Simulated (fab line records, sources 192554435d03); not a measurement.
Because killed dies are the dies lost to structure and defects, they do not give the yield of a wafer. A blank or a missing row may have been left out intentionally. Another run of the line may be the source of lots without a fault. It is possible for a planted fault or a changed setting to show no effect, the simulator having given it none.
Split-lot trial -- flow n5_finfet -- 7 lots, 21 wafers read, on a route of 1938 steps

SPLIT DETAILS
At N5_HKMG_FIN_COAT_43 (resist thk 90 nm), the setting spin_rpm was moved away from the recipe's 1500 rpm on 7 of the 21 wafers read, by -4.1% to +10.5%. This setting was run at the recipe's value on the other wafers.

Reading taken at the split's own step.

THE READING
CAR-ArF_of_HKMG_FIN_COAT_43.thk_nm (the simulator's own value, which no gauge read), in nm, at N5_HKMG_FIN_COAT_43 (resist thk 90 nm). The file gives no usual value for it. Across the 14 wafers here that went through the recipe, the average is 89.9 nm and the standard deviation 0.33 nm.

wafer,"tool, chamber at the split","spin_rpm as run, rpm",against the recipe,"CAR-ArF_of_HKMG_FIN_COAT_43.thk_nm, nm",against lot-mates on the recipe
L076.2,"litho_track-03, 0",1500,recipe,90.2,-
L076.4,"litho_track-03, 0",1658,+10.5%,85.6,-4.6
L076.5,"litho_track-03, 0",1658,+10.5%,85.6,-4.6
L085.1,"litho_track-03, 0",1500,recipe,89.2,-
L085.2,"litho_track-03, 0",1500,recipe,89.4,-
L085.4,"litho_track-03, 0",1500,recipe,89.4,-
L086.1,"litho_track-01, 0",1500,recipe,89.8,-
L086.5,"litho_track-01, 0",1500,recipe,89.8,-
L086.6,"litho_track-01, 0",1449,-3.4%,91.2,+1.4
L087.1,"litho_track-03, 0",1500,recipe,89.8,-
L087.4,"litho_track-03, 0",1500,recipe,89.8,-
L087.6,"litho_track-03, 0",1438,-4.1%,91.6,+1.8
L091.2,"litho_track-01, 0",1606,+7.1%,87,-3.0
L091.3,"litho_track-01, 0",1500,recipe,90,-
L091.4,"litho_track-01, 0",1606,+7.1%,86.6,-3.4
L095.1,"litho_track-02, 0",1500,recipe,90.2,-
L095.3,"litho_track-02, 0",1500,recipe,90.2,-
L095.4,"litho_track-02, 0",1500,recipe,90,-
L096.2,"litho_track-01, 0",1500,recipe,90.2,-
L096.5,"litho_track-01, 0",1500,recipe,90.2,-
L096.3,"litho_track-01, 0",1569,+4.6%,88.2,-2.0

FIT RESULTS
A straight line over all 21 wafers: CAR-ArF_of_HKMG_FIN_COAT_43.thk_nm changes by -0.411 nm for each +1% of spin_rpm; r = -0.98; the points scatter about the line by 0.3 nm.
The same after taking each lot's own level away (the mean of its wafers on the recipe; 21 wafers): -0.439 nm for each +1%; r = -1.00; scatter 0.092 nm.
That fit puts the effect of the largest move of spin_rpm on the reading at 4.6 nm.
The span of the lots' own levels, 89.33 to 90.20 nm, comes to 2.7 times the standard deviation stated above.
The two slopes are in agreement: the lot-to-lot level therefore moves the slope only a little.
Check: -4.65 nm against its lot-mates is what the line predicts for one of the wafers moved furthest among these (+10.5%) when that wafer is left out of the fit. It came out at -4.6 nm against them.

OTHER SPLITS ON THESE WAFERS
These wafers also went through other splits before the reading. Each is held against what the fit with the lots' levels taken away leaves over:
other split on the same wafers,wafers away from the commonest value,r with CAR-ArF_of_HKMG_FIN_COAT_43.thk_nm (lot level and that fit taken away)
N5_SD_EPI_P_COAT_03 spin_rpm,5,-0.05

THE FILE'S OWN FIT
CAR-ArF_of_HKMG_FIN_COAT_43.thk_nm changes by -0.439 nm for each +1% of spin_rpm, r = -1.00.
